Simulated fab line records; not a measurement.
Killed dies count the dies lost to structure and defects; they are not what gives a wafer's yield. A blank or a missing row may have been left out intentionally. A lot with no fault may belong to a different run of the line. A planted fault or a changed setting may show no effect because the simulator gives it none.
Split-lot trial + flow n5 finfet + route with 1938 steps; 7 lots, 21 wafers read

== ABOUT THE SPLIT ==
At N5_BEOL_M11_ETCH_62 (etches SOC in N2/H2, target depth 110 nm, overetch 22 nm, time 165 s), the setting time s was moved away from the recipe's 165 s on 3 of the 21 wafers read, by -20.9% to -11.4%. All remaining wafers had this setting at the recipe value.

The reading is taken at the split's own step.

== THE READING ==
SiARC_of_BEOL_M11_COAT_60.thk nm (the simulator's own value, which no gauge read), in nm, at N5_BEOL_M11_ETCH_62 (etches SOC in N2/H2, target depth 110 nm, overetch 22 nm, time 165 s). There is no usual value for it anywhere in the file. Average 23.4 nm, standard deviation 0.21 nm, over the 18 wafers here run with the recipe.

| wafer  | tool, chamber at the split | time s as run, s | against the recipe | SiARC_of_BEOL_M11_COAT_60.thk nm, nm | against lot-mates on the recipe |
|--------|----------------------------|------------------|--------------------|--------------------------------------|---------------------------------|
| L079.2 | rie diel-03, 1             | 165              | recipe             | 23.4                                 | -                               |
| L079.4 | rie diel-03, 2             | 165              | recipe             | 23.2                                 | -                               |
| L079.5 | rie diel-03, 3             | 165              | recipe             | 23.6                                 | -                               |
| L081.3 | rie diel-03, 1,3           | 165              | recipe             | 23.6                                 | -                               |
| L081.5 | rie diel-03, 1,3           | 165              | recipe             | 23.6                                 | -                               |
| L081.4 | rie diel-03, 2             | 130.5            | -20.9%             | 24.6                                 | +1.0                            |
| L082.1 | rie diel-04, 3             | 165              | recipe             | 23.6                                 | -                               |
| L082.4 | rie diel-04, 3             | 165              | recipe             | 23.6                                 | -                               |
| L082.5 | rie diel-04, 1             | 165              | recipe             | 23.2                                 | -                               |
| L083.1 | rie diel-03, 2,0,0         | 165              | recipe             | 23.2                                 | -                               |
| L083.3 | rie diel-03, 2,0,0         | 165              | recipe             | 23.2                                 | -                               |
| L083.5 | rie diel-03, 2,0,0         | 165              | recipe             | 23.2                                 | -                               |
| L088.2 | rie diel-03, 3             | 165              | recipe             | 23.4                                 | -                               |
| L088.3 | rie diel-03, 2             | 140.8            | -14.7%             | 24.2                                 | +0.9                            |
| L088.6 | rie diel-03, 0             | 165              | recipe             | 23.2                                 | -                               |
| L089.4 | rie diel-01, 2             | 165              | recipe             | 23.2                                 | -                               |
| L089.5 | rie diel-01, 2             | 165              | recipe             | 23.2                                 | -                               |
| L089.6 | rie diel-01, 3             | 165              | recipe             | 23.8                                 | -                               |
| L091.3 | rie diel-01, 1             | 146.2            | -11.4%             | 24                                   | +0.8                            |
| L091.4 | rie diel-01, 2             | 165              | recipe             | 23                                   | -                               |
| L091.6 | rie diel-01, 1             | 165              | recipe             | 23.4                                 | -                               |
The file does not say which wafer passed through which chamber wherever a row lists several chambers: such a row stands for several wafers.

FIT RESULTS
A straight line over all 21 wafers: SiARC_of_BEOL_M11_COAT_60.thk nm changes by -0.0579 nm for each +1% of time s; r = -0.86; the points scatter about the line by 0.21 nm.
The same after taking each lot's own level away (the mean of its wafers on the recipe; 21 wafers): -0.0549 nm for each +1%; r = -0.88; scatter 0.18 nm.
Per that fit: largest time s move, reading shift of 1.1 nm.
The span of the lots' own levels, 23.20 to 23.60 nm, comes to 1.9 times the standard deviation stated above.
The two slopes are in agreement: the lot-to-lot level therefore moves the slope only a little.
Check: for one of the wafers moved furthest among these (-20.9%), held out of the fit, the line's prediction against its lot-mates is +1.35 nm. It came out at +1 nm against them.

== ADDITIONAL SPLITS CARRIED BY THESE WAFERS ==
Before the reading, these wafers also passed through other splits. Each is held against what the fit with the lots' levels taken away leaves over:
| other split on the same wafers | wafers away from the commonest value | r with SiARC_of_BEOL_M11_COAT_60.thk nm (lot level and that fit taken away) |
|--------------------------------|--------------------------------------|-----------------------------------------------------------------------------|
| N5_BEOL_M4_COAT_68 spin rpm    | 8                                    | -0.39                                                                       |
| N5_BEOL_M4_DEP_57 time s       | 9                                    | +0.16                                                                       |
| N5_BEOL_M6_ETCH_61 bias w      | 8                                    | +0.18                                                                       |
| N5_BEOL_M6_COAT_71 spin rpm    | 6                                    | +0.18                                                                       |
| N5_BEOL_M7_PECVD_70 temp c     | 8                                    | -0.14                                                                       |
| N5_BEOL_M8_PECVD_70 temp c     | 4                                    | +0.44                                                                       |
| N5_BEOL_M8_EXPOSE_08 dose mj   | 6                                    | +0.09                                                                       |

== FILE'S OWN FIT ==
SiARC_of_BEOL_M11_COAT_60.thk nm changes by -0.0553 nm for each +1% of time s, r = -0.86.
